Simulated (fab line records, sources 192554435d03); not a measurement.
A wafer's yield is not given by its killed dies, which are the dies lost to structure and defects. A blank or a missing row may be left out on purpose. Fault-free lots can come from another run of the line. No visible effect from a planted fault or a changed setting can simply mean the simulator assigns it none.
The tool behind it: which one? -- flow n5-finfet -- 11 lots, 33 wafers sampled, at 4 steps of a route of 1938

== WHAT EACH GAUGE READ, for each wafer ==
N5_BEOL_M15_RS_MEAS_54: a four-point-probe measurement. Usual: M15_RS gives 0.02167 ohm/sq (standard deviation 0.00026).
lot,measured,on,M15_RS (ohm/sq),flag
L438,day 13 09:56,film-metro-01,0.02142 0.02121 0.02172,
L440,day 14 05:08,film-metro-02,0.02152 0.02185 0.02151,
L443,day 14 21:08,film-metro-02,0.02159 0.02153 0.02137,
L446,day 15 13:12,film-metro-02,0.02162 0.02222 0.02145,
L448,day 16 12:11,film-metro-01,0.02175 0.02163 0.02166,
L449,day 16 18:53,film-metro-02,0.02207 0.02216 0.02183,
L450,day 16 20:25,film-metro-01,0.02257 0.02231 0.02204,
L451,day 17 16:33,film-metro-01,0.02126 0.02175 0.02194,
L454,day 19 08:58,film-metro-01,0.02179 0.02172 0.02146,
L460,day 19 19:20,film-metro-01,0.02171 0.02151 0.02139,
L459,day 20 08:07,film-metro-01,0.02164 0.02143 0.02149,

== WHAT TOOL EACH LOT RAN ON (gives the tool, then ch and the chambers of the sampled wafers, and finally the start) ==
lot,N5_BEOL_M15_DESCUM_33,N5_BEOL_M15_SPUTTER_43,N5_BEOL_M15_ANNEAL_48
L438,"rie-diel-01 ch 0,1, day 13 00:28","pvd-sputter-01, day 13 08:41","rtp-anneal-02 ch 0, day 13 09:12"
L440,"rie-diel-01 ch 0,1, day 14 00:07","pvd-sputter-02, day 14 03:49","rtp-anneal-02 ch 0, day 14 04:32"
L443,"rie-diel-02 ch 2,3, day 14 16:50","pvd-sputter-03, day 14 18:51","rtp-anneal-02 ch 0, day 14 20:30"
L446,"rie-diel-04 ch 1,2,3, day 15 08:53","pvd-sputter-02, day 15 11:41","rtp-anneal-02 ch 0, day 15 12:14"
L448,"rie-diel-02 ch 1,2,3, day 16 07:35","pvd-sputter-01, day 16 09:59","rtp-anneal-02 ch 0, day 16 11:28"
L449,"rie-diel-04 ch 1,3, day 16 14:37","pvd-sputter-03, day 16 16:13","rtp-anneal-01, day 16 18:12"
L450,"rie-diel-01 ch 0,1,3, day 16 17:47","pvd-sputter-01, day 16 19:10","rtp-anneal-01, day 16 19:44"
L451,"rie-diel-02 ch 0,2,3, day 17 14:32","pvd-sputter-01, day 17 15:18","rtp-anneal-02, day 17 15:49"
L454,"rie-diel-04 ch 0,1,3, day 19 03:20","pvd-sputter-01, day 19 07:42","rtp-anneal-01 ch 0, day 19 08:16"
L460,"rie-diel-04 ch 0,2,3, day 19 16:55","pvd-sputter-02, day 19 18:06","rtp-anneal-02 ch 0, day 19 18:37"
L459,"rie-diel-01 ch 1,2, day 20 03:46","pvd-sputter-02, day 20 06:53","rtp-anneal-02 ch 0, day 20 07:23"
- N5_BEOL_M15_DESCUM_33: chemistry O2, time 7.9 s.
- N5_BEOL_M15_SPUTTER_43: material TaN, target thk 15 nm, time 24.19 s.
- N5_BEOL_M15_ANNEAL_48: time 90 s.

== WHAT THE TOOLS THEMSELVES READ (means of the sampled wafers that have a number; where no wafer has one, the mark that the record gives instead) ==
N5_BEOL_M15_DESCUM_33. Usual: drypump-motor-current-A 5.4 A, standard deviation 0.44; oes-product-au 0.79 a.u., standard deviation 0.092; rf-vpp-V 243.9 V, standard deviation 1.2; showerhead-plenum-p-Torr 2.14 Torr, standard deviation 0.05; throttle-valve-pct 20.42 %, standard deviation 0.21.
lot,tool,drypump-motor-current-A (A),oes-product-au (a.u.),rf-vpp-V (V),showerhead-plenum-p-Torr (Torr),throttle-valve-pct (%),flag
L438,rie-diel-01,5.7,0.88,242.8,2.16,20.36,
L440,rie-diel-01,5.6,0.86,244.2,2.15,20.37,
L443,rie-diel-02,5.3,0.78,243.9,2.18,20.42,
L446,rie-diel-04,5.8,0.77,244.0,2.12,20.39,
L448,rie-diel-02,5.1,0.76,245.0,2.18,20.47,
L449,rie-diel-04,5.8,0.77,243.5,2.13,20.33,
L450,rie-diel-01,5.3,0.76,244.1,2.15,20.37,
L451,rie-diel-02,5.1,0.82,244.9,2.17,20.47,
L454,rie-diel-04,5.9,0.80,244.2,2.14,20.39,
L460,rie-diel-04,5.7,0.82,243.5,2.08,20.40,
L459,rie-diel-01,5.5,0.80,242.6,2.11,20.55,

N5_BEOL_M15_SPUTTER_43. Usual: bias-v 168.5 V, standard deviation 1.6; susceptor-temp-C 49.99 C, standard deviation 0.11; throttle-valve-pct 30.2 %, standard deviation 1.4.
lot,tool,bias-v (V),susceptor-temp-C (C),throttle-valve-pct (%),flag
L438,pvd-sputter-01,170.1,49.99,31.9,
L440,pvd-sputter-02,169.0,49.94,30.5,
L443,pvd-sputter-03,169.1,50.01,30.4,
L446,pvd-sputter-02,168.1,49.97,30.3,
L448,pvd-sputter-01,168.6,49.99,30.4,
L449,pvd-sputter-03,166.6,49.89,30.3,
L450,pvd-sputter-01,168.6,49.99,28.7,
L451,pvd-sputter-01,171.4,50.00,30.7,
L454,pvd-sputter-01,167.9,50.01,30.7,
L460,pvd-sputter-02,169.3,50.04,31.5,
L459,pvd-sputter-02,169.2,49.99,29.4,

N5_BEOL_M15_ANNEAL_48. Usual: anneal-temp-c 224.99 C, standard deviation 0.18; anneal-temp-c-max 226.3, standard deviation 0.34; wafer_temp_C_max 226.0, standard deviation 0.38.
lot,tool,anneal-temp-c (C),anneal-temp-c-max,wafer_temp_C_max,flag
L438,rtp-anneal-02,225.05,226.4,225.9,
L440,rtp-anneal-02,225.00,226.3,226.3,
L443,rtp-anneal-02,225.04,226.4,226.1,
L446,rtp-anneal-02,225.00,226.4,226.4,
L448,rtp-anneal-02,225.12,226.5,226.2,
L449,rtp-anneal-01,-,-,-,OFF
L450,rtp-anneal-01,-,-,-,OFF
L451,rtp-anneal-02,-,-,-,OFF
L454,rtp-anneal-01,225.23,226.4,225.6,
L460,rtp-anneal-02,224.80,226.5,226.2,
L459,rtp-anneal-02,224.73,226.2,226.2,

== THE ANSWER, worked out from the rows above alone ==
Rule: a lot is off if the mean of its wafers that have a number lies more than 3 standard deviations from the usual mean. Also off: a lot with no number at a reading for which 4 or more lots have one. Where the step has rows for the other lots, those lots are counted as sound. First the gauges in route order, then the tools' own readings, where a lot's mean is used as printed above. At the first step where some lot is off, the reading lying furthest off is the one used; lots without a number count as furthest.
Off: L449, L450, L451 (N5_BEOL_M15_ANNEAL_48, anneal-temp-c). Without a number there: L449, L450, L451.
If a tool, at that step or one of the process steps before it, ran each lot that is off and ran no sound lot following the first of them, it fits. No candidate that was tried fits.

== WHAT THE SIMULATOR HAD PUT IN ==
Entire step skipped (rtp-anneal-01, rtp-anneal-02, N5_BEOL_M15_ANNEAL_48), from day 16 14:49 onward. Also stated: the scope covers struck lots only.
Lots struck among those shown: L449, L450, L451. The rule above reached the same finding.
